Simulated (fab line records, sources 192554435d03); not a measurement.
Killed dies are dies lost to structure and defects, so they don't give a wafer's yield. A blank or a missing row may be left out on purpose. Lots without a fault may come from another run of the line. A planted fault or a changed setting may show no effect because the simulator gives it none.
One fault seen from 2 desks | flow n5_finfet | each desk has only its own numbers; what lay behind them comes last

THE METROLOGY DESK
What the gauges read, lot by lot, whatever tool the lot ran on: means of the sampled wafers that have a number. A lot is out of limits, marked OUT, if its mean lies more than 4 standard deviations from the usual mean; the brackets give that distance. Of its 10 readings 7 are shown: those that lie furthest out on some lot.
Columns: A = DIBL_N at N5_BEOL_M4_RC_MEAS_101, usual 35.9 mV/V; B = DIBL_P at N5_BEOL_M4_RC_MEAS_101, usual 36.3 mV/V; C = IOFF_P at N5_BEOL_M4_RC_MEAS_101, usual 0.208 nA/um; D = ION_N at N5_BEOL_M4_RC_MEAS_101, usual 672 uA/um; E = ION_P at N5_BEOL_M4_RC_MEAS_101, usual 462 uA/um; F = VT_N at N5_BEOL_M4_RC_MEAS_101, usual 250.4 mV; G = VT_P at N5_BEOL_M4_RC_MEAS_101, usual -250.5 mV
lot  | first seen here | A    | B    | C     | D   | E   | F     | G
L117 | day 8 00:50     | 35.5 | 35.4 | 0.175 | 666 | 455 | 251.5 | -255.8
L119 | day 9 02:06     | 34.0 | 36.5 | 0.203 | 668 | 462 | 247.4 | -251.1
L123 | day 10 07:00    | 36.5 | 36.2 | 0.225 | 679 | 469 | 249.5 | -249.8
L127 | day 10 20:38    | 35.4 | 34.7 | 0.207 | 668 | 464 | 251.8 | -246.3
L128 | day 11 03:49    | 34.9 | 34.1 | 0.186 | 658 | 459 | 254.4 | -252.3
L129 | day 11 11:40    | 35.5 | 34.0 | 0.188 | 665 | 453 | 253.8 | -252.7
L133 | day 12 15:55    | 36.6 | 37.7 | 0.213 | 675 | 458 | 252.6 | -251.3
L136 | day 13 15:25    | 33.9 | 34.7 | 0.216 | 674 | 468 | 251.1 | -247.3
L138 | day 14 01:29    | 36.5 | 37.5 | 0.212 | 685 | 465 | 248.8 | -249.4
This desk's finding: nothing out of limits on any of the 9 lots.

THE TOOL OWNER'S DESK: ald_sin-01
The tool's own readings at N5_BEOL_M0_SAQP_ALD_48 (deposits SiO2, target thk 20 nm, pulse time 1 s, co reactant pulse time 1 s): means of the sampled wafers that have a number, for each lot that ran on this tool. A lot is out of limits, marked OUT, if its mean lies more than 4 standard deviations from the usual mean; the brackets give that distance.
Columns: A = chamber_pressure_Torr at N5_BEOL_M0_SAQP_ALD_48, usual 2.000 Torr; B = heater_power_w at N5_BEOL_M0_SAQP_ALD_48, usual 80 W; C = precursor_pulse_height_rel at N5_BEOL_M0_SAQP_ALD_48, usual 1.001
lot  | first seen here | A     | B  | C
L117 | day 5 17:07     | 2.001 | 76 | 0.986
L127 | day 8 10:29     | 1.999 | 79 | 0.999
L128 | day 8 23:47     | 1.999 | 73 | 1.015
L129 | day 9 02:50     | 2.007 | 74 | 0.992
L133 | day 9 20:58     | 2.000 | 73 | 1.013
L138 | day 11 01:41    | 2.005 | 73 | 1.020
This desk's finding: nothing out of limits on any of the 6 lots.

PUT TOGETHER
The metrology desk saw nothing out of limits.
The tool owner's desk saw nothing out of limits.

WHAT THE SIMULATOR HAD PUT IN
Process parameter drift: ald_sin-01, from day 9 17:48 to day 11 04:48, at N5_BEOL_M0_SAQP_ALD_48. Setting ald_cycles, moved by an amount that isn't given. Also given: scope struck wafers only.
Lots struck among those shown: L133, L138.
